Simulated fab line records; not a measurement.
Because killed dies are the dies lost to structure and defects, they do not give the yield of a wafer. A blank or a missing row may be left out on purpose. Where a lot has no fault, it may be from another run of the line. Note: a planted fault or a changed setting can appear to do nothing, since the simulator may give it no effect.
Matching of chambers    flow nandHarc    4 sister chambers for NHARC_A_STAIRCASE_TRIM_187 on rieDiel-03
The step chemistry O2, time 211.2 s. 14 wafers are shown with their chamber, then 7 later ones without.

## WAFERS, EACH WITH ITS CHAMBER
wafer   chamber  showerheadPlenumPTorr (Torr)  drypumpMotorCurrentA (A)  oesProductAu (a.u.)
L074.2  0        3.59                          5.7                       0.991
L074.4  1        3.64                          5.6                       0.997
L074.5  2        3.31                          6.6                       0.989
L075.2  2        3.31                          6.6                       0.985
L075.4  0        3.58                          5.7                       0.986
L075.5  2        3.31                          6.6                       0.982
L078.1  3        3.53                          6.3                       0.985
L078.3  2        3.31                          6.6                       0.979
L078.5  0        3.58                          5.7                       0.990
L076.1  0        3.58                          5.6                       0.984
L076.2  3        3.53                          6.3                       0.996
L076.6  0        3.58                          5.7                       0.986
L079.4  0        3.58                          5.7                       0.990
L079.5  3        3.53                          6.3                       0.991

SIGNATURES (averages over the wafers above)
reading                chamber 0  chamber 1  chamber 2  chamber 3  scatter within a chamber
showerheadPlenumPTorr  3.5817     3.6400     3.3100     3.5300     0.00289
drypumpMotorCurrentA   5.683      5.600      6.600      6.300      0.0289
oesProductAu           0.98783    0.99700    0.98375    0.99067    0.00395
Rule: a wafer lies at a distance from a chamber equal to the root of the sum of squares, over the readings, of (its reading less the chamber's mean, divided by the reading's scatter). If the next closest chamber is less than 2 further off than the closest, the wafer can't be placed; otherwise it belongs to the closest. The scatter: take each reading less its chamber's mean, square it, sum over the shown wafers, divide by the number of wafers less the number of chambers, and take the root.

## WAFERS MISSING THEIR CHAMBER
wafer   showerheadPlenumPTorr (Torr)  drypumpMotorCurrentA (A)  oesProductAu (a.u.)
L079.6  3.31                          6.6                       0.987
L080.2  3.30                          6.6                       0.993
L080.4  3.53                          6.3                       0.995
L080.5  3.57                          5.7                       0.996
L082.1  3.52                          6.3                       0.981
L082.3  3.63                          5.6                       0.996
L082.4  3.30                          6.7                       0.995

## WHICH CHAMBER EACH WENT THROUGH
wafer   from the rows above  in truth
L079.6  2                    2
L080.2  2                    2
L080.4  3                    3
L080.5  0                    0
L082.1  3                    3
L082.3  1                    1
L082.4  2                    2
Correctly placed: 7 of 7. Left unplaced by these rows: 0. Placed wrongly: 0.
